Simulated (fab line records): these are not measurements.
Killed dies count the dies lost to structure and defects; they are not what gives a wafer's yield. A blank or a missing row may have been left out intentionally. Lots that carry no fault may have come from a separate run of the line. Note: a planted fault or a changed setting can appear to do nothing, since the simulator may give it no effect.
Split-lot study ; flow n5_finfet ; on a route of 1938 steps: 7 lots, 21 wafers read

== THE SPLIT ITSELF ==
At N5_FIN_SAQP_EXPOSE_13 (exposes mask FIN CORE, target cd 35.6 nm), the setting dose_mj was moved away from the recipe's 63.25 on 8 of the 21 wafers read, by -6.0% to +7.1%. This setting was run at the recipe's value on the other wafers.

== FROM THE SPLIT TO THE READING: what the file shows between them, 2 steps ==
- N5_FIN_SAQP_PEB_14: peb time 60 s
- N5_FIN_SAQP_DEVELOP_15: develop time 30 s

== THE READING ==
At N5_FIN_SAQP_CD_MEAS_16: cd_nm in nanometres, against a target cd of 35.6 nm. A value of 35.59 nm with a standard deviation of 0.25 nm is what fault-free wafers of this fab line usually give.

wafer;tool, chamber at the split;dose_mj as run;against the recipe;cd_nm, nm;against lot-mates on the recipe
L075.1;arfi_scanner-01, 0;63.25;recipe;35.55;-
L075.2;arfi_scanner-01, 0;63.25;recipe;35.78;-
L075.4;arfi_scanner-01, 0;63.25;recipe;35.64;-
L079.3;arfi_scanner-01, 0;65.19;+3.1%;34.90;-0.95
L079.4;arfi_scanner-01, 0;65.19;+3.1%;35.01;-0.84
L079.5;arfi_scanner-01, 0;63.25;recipe;35.85;-
L086.2;arfi_scanner-03, 0;63.25;recipe;35.83;-
L086.4;arfi_scanner-03, 0;59.92;-5.3%;36.91;+1.08
L086.6;arfi_scanner-03, 0;59.92;-5.3%;36.94;+1.11
L087.3;arfi_scanner-03, 0;63.25;recipe;35.53;-
L087.5;arfi_scanner-03, 0;64.77;+2.4%;35.24;-0.51
L087.6;arfi_scanner-03, 0;63.25;recipe;35.97;-
L091.2;arfi_scanner-03, 0;63.25;recipe;36.01;-
L091.3;arfi_scanner-03, 0;63.25;recipe;35.59;-
L091.4;arfi_scanner-03, 0;63.25;recipe;35.37;-
L095.1;arfi_scanner-01, 0;59.47;-6.0%;37.31;+1.91
L095.4;arfi_scanner-01, 0;63.25;recipe;35.41;-
L095.5;arfi_scanner-01, 0;63.25;recipe;35.39;-
L096.3;arfi_scanner-01, 0;67.77;+7.1%;33.36;-2.40
L096.4;arfi_scanner-01, 0;67.77;+7.1%;33.56;-2.20
L096.5;arfi_scanner-01, 0;63.25;recipe;35.76;-

FIT RESULTS
A straight line over all 21 wafers: cd_nm changes by -0.275 nm for each +1% of dose_mj; r = -0.97; the points scatter about the line by 0.21 nm.
The same after taking each lot's own level away (the mean of its wafers on the recipe; 21 wafers): -0.286 nm for each +1%; r = -0.98; scatter 0.21 nm.
That fit puts the effect of the largest move of dose_mj on the reading at 2 nm.
Across the lots, their own levels run from 35.400 to 35.850 nm, a range of 1.8 times the standard deviation given above.
Consequently the slope shifts little with the lot-to-lot level, the two slopes agreeing.
Check: with one of the wafers moved furthest among these (+7.1%) left out of the fit, the line predicts -1.98 nm for it against its lot-mates. It came out at -2.4 nm against them.

== THE OTHER SPLITS THESE WAFERS WENT THROUGH ==
Other splits were also applied to these wafers ahead of the reading. Each is held against what the fit with the lots' levels taken away leaves over:
other split on the same wafers;wafers away from the commonest value;r with cd_nm (lot level and that fit taken away)
N5_ZERO_LAYER_ETCH_18 bias_w;9;-0.54
N5_PMOS_HMC_CHANNEL_EPI_PEB_07 peb_time_s;7;+0.14

== THE FILE'S OWN FIT ==
cd_nm changes by -0.29 nm for each +1% of dose_mj, r = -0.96.
